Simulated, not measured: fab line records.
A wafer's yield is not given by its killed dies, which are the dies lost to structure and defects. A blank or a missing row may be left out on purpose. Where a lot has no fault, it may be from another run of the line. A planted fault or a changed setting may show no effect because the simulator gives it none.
A lot that was struck, set against a sound lot	flow n5Finfet	21 steps out of a route of 1938
Sound: the wafers L237.2, L237.5, L237.6. Wafers L224.1, L224.2, L224.5 were the ones struck. The cause is given at the end.
At each step with rows: each side's tool, then ch and its chambers, then its first start. Under that, the readings that differ: sound wafers	struck wafers	difference of the means	sigmas: that difference in standard deviations of wafers without a fault.
alike: readings whose means differ by less than 2 such deviations, and words and numbers that are the same on both sides. not compared: withheld readings, readings that some wafer has no value for, bounds like >300 that may hide the same value, and numbers for which the record gives no deviation and whose values overlap.
The two part at a step that has a row with sigmas, a row that says differs or no value, or rows on one side only. Numbers that don't overlap but have no deviation are shown without sigmas and don't part them. A reading that every wafer of one side lacks parts them only if that side has two wafers or more.

first, 9 steps without rows for these wafers: N5_BEOL_M0_CUTY_EBR_52; N5_BEOL_M0_CUTY_SOFTBAKE_53 (time 60 s); N5_BEOL_M0_CUTY_EXPOSE_54 (exposes mask M0 ABLK); N5_BEOL_M0_CUTY_PEB_55 (peb time 60 s); N5_BEOL_M0_CUTY_DEVELOP_56 (develop time 30 s); N5_BEOL_M0_CUTY_DESCUM_61 (chemistry O2, time 7.9 s); N5_BEOL_M0_CUTY_ETCH_62 (etches SiARC in CF4, time 58.5 s); N5_BEOL_M0_CUTY_ETCH_63 (etches SOC in N2/H2, target depth 82.7 nm, overetch 16.5 nm, time 124 s); N5_BEOL_M0_CUTY_STRIP_64 (strips in N2/H2).
N5_BEOL_M0_ETCH_138: etches SiCN in CH3F/O2, target depth 12 nm, time 31.6 s.
  sound on rieDiel-04 ch 0,1, day 11 00:19; struck on rieDiel-05 ch 0,1,3, day 7 15:11
  no value came back on the struck wafers for any of 9 readings (CH3F_flow_sccm (sccm), O2_flow_sccm (sccm) and others); on the sound wafers CH3F_flow_sccm (sccm) reads 29.92 29.87 29.93
reading	sound	struck	difference	sigmas
model.SiO2_of_BEOL_M0_SAQP_SPACER2_ALD_26.thkNm (nm)	5 5 5.2	7 7 7.2	+2	
  not compared: rfHoursCounterH
N5_BEOL_M0_HM_OPEN_105: chemistry Cl2/BCl3, target TiN, target depth 12 nm.
  sound on rieMetal-03 ch 0,1, day 11 03:07; struck on rieMetal-01 ch 0,1, day 7 17:16
reading	sound	struck	difference	sigmas
model.SiO2_of_BEOL_M0_SAQP_SPACER2_ALD_26.thkNm (nm)	2.6 2.6 2.8	4.8 4.6 4.8	+2.1	
  alike: drypumpMotorCurrentA, mfcArSccm, oesProductAu, throttleValvePct
  not compared: rfHoursCounterH
then, 3 steps without rows for these wafers: N5_BEOL_M0_STRIP_140 (strips in CF4); N5_BEOL_M0_STRIP_104 (strips in N2/H2); N5_BEOL_M0_WET_ETCH_106 (etches SiO2 in DHF, target depth 130 nm, rinse time 30 s).
N5_BEOL_M0_ETCH_128: etches SiCN in CF4/N2, target depth 12 nm, overetch 5.1 nm, time 21.4 s.
  sound on rieDiel-04 ch 0,2,3, day 11 03:36; struck on rieDiel-04 ch 0,2,3, day 7 17:34
reading	sound	struck	difference	sigmas
oesProductAu (a.u.)	0.49 0.52 0.48	0.28 0.27 0.28	-0.22	-4
  alike: biasW, cf4FlowSccm, drypumpMotorCurrentA, mfcArSccm, rfVppV, showerheadPlenumPTorr, throttleValvePct
  not compared: rfHoursCounterH
then, 2 steps without rows for these wafers: N5_BEOL_M0_TRENCH_ETCH_107 (etches SiOC in C4F6/O2, target depth 32.8 nm, time 16.4 s); N5_BEOL_M0_STRIP_142 (strips in N2/H2, time 10 s).
N5_BEOL_M0_OCD_MEAS_108:
  sound on ocd-02 at day 11 03:45; struck on ocd-02 at day 7 17:43
reading	sound	struck	difference	sigmas
trenchDepthNm (nm)	31.6 33.3 32.5	0.4 0 0	-32.3	-46
then, 1 step without rows for these wafers: N5_BEOL_M0_HM_STRIP_129 (strips TiN in peroxide tin strip, target depth 17 nm, time 108 s).
N5_BEOL_M4_RC_MEAS_101:
  the record has rows for the sound wafers here (prober-02 ch 0, day 13 22:26) and none for the struck ones
-- here the record skips 7 days between the struck wafers' starts before and after, leaving off in module BEOL_M4 and picking up in module PASSIVATION (first step shown: number 1936 of the route) --
N5_PASSIVATION_PROBE_49:
  record: rows for the struck wafers here (prober-01, day 14 09:48), none for the sound ones

## WHERE THEY PART
First at N5_BEOL_M0_ETCH_138; last, within this record, at N5_PASSIVATION_PROBE_49.

WHY: the cause the simulator had injected
Entire step skipped (rieDiel-05, N5_BEOL_M0_ETCH_138), from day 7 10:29 onward. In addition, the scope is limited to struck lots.
